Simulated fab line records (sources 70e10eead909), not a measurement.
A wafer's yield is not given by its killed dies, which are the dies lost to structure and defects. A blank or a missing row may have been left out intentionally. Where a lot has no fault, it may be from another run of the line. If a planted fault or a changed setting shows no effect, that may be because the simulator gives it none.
A struck lot beside a sound one | flow nandHarc | 17 steps out of a route of 1302
Sound: wafers L876.1, L876.3, L876.4. Wafers L880.1, L880.3, L880.5 were the ones struck. The cause is given at the end.
Order at every step that has rows: each side's tool, ch and its chambers, its first start. Under that, the readings that differ: sound wafers | struck wafers | difference of the means | sigmas: that difference in standard deviations of wafers without a fault.
alike: readings whose means differ by less than 2 such deviations, and words and numbers that are the same on both sides. not compared: withheld readings, readings that some wafer has no value for, bounds like >300 that may hide the same value, and numbers for which the record gives no deviation and whose values overlap.
A row with sigmas, a row that says differs or no value, or rows on one side alone: a step with any of these is where the two part. When numbers do not overlap yet have no deviation, they are printed without sigmas and do not part them. Lack of a reading on every wafer of one side parts them only where that side has two or more wafers.

NHARC_P_GATE_CD_MEAS_46: the cd target is 720 nm.
  sound on cdSem-01 ch 0, day 7 14:13; struck on cdSem-01 ch 0, day 8 17:27
reading   | sound             | struck            | difference | sigmas
cdNm (nm) | 723.4 721.7 721.2 | 717.8 719.7 719.0 | -3.3       | -2
then, 1 step without rows for these wafers: NHARC_P_GATE_HARDBAKE_47 (time 80 s).
NHARC_P_GATE_DESCUM_48: chemistry O2, time 3 s.
  sound on rieDiel-05 ch 0,1,2, day 7 14:22; struck on rieDiel-03 ch 1,2,3, day 8 17:37
  alike: chamberPressureMTorr, drypumpMotorCurrentA, oesProductAu, rfVppV, showerheadPlenumPTorr, throttleValvePct
  not compared: rfHoursCounterH
following that, these wafers have no rows for 1 step: NHARC_P_GATE_IMPLANT_49.
NHARC_P_GATE_STRIP_111: strips in N2/H2, time 250 s.
  sound on plasmaAsher-02 ch 0,1, day 7 14:49; struck on plasmaAsher-01 ch 0,1, day 8 17:59
  alike: drypumpMotorCurrentA, heaterPowerW
  not compared: rfHoursCounterH
NHARC_P_GATE_STRIP_75: strips in O2.
  sound on plasmaAsher-02 ch 0,1, day 7 15:07; struck on plasmaAsher-01 ch 0,1, day 8 18:17
  alike: drypumpMotorCurrentA, heaterPowerW
  not compared: rfHoursCounterH
then, 6 steps without rows for these wafers: NHARC_P_GATE_STRIP_50 (strips in SPM, time 900 s); NHARC_P_GATE_DEHYDRATE_51 (time 120 s); NHARC_P_GATE_HMDS_52 (time 30 s); NHARC_P_GATE_COAT_53; NHARC_P_GATE_SOFTBAKE_54 (time 95 s); NHARC_P_GATE_EBR_55.
NHARC_P_GATE_EXPOSE_56: exposes mask P PSD, target cd 720 nm.
  sound on krfScanner-03 ch 0, day 7 15:46; struck on krfScanner-02 ch 0, day 8 19:03
reading | sound                   | struck                  | difference | sigmas
mask    | P_PSD#0 P_PSD#0 P_PSD#0 | P_NSD#0 P_NSD#0 P_NSD#0 | differs    | 
then, 2 steps without rows for these wafers: NHARC_P_GATE_PEB_57 (peb time 85 s); NHARC_P_GATE_DEVELOP_58 (time 70 s).
NHARC_P_GATE_CD_MEAS_59: the cd target is 720 nm.
  sound on cdSem-03 ch 0, day 7 15:56; struck on cdSem-03 ch 0, day 8 19:13
reading   | sound             | struck | difference                    | sigmas
cdNm (nm) | 720.4 721.0 720.2 | - - -  | no value on the struck wafers | 
then, 1 step without rows for these wafers: NHARC_P_GATE_HARDBAKE_60 (time 80 s).

WHERE THEY PART
Last at NHARC_P_GATE_CD_MEAS_59 as far as this record goes, first at NHARC_P_GATE_CD_MEAS_46.

WHY: the cause the simulator had injected
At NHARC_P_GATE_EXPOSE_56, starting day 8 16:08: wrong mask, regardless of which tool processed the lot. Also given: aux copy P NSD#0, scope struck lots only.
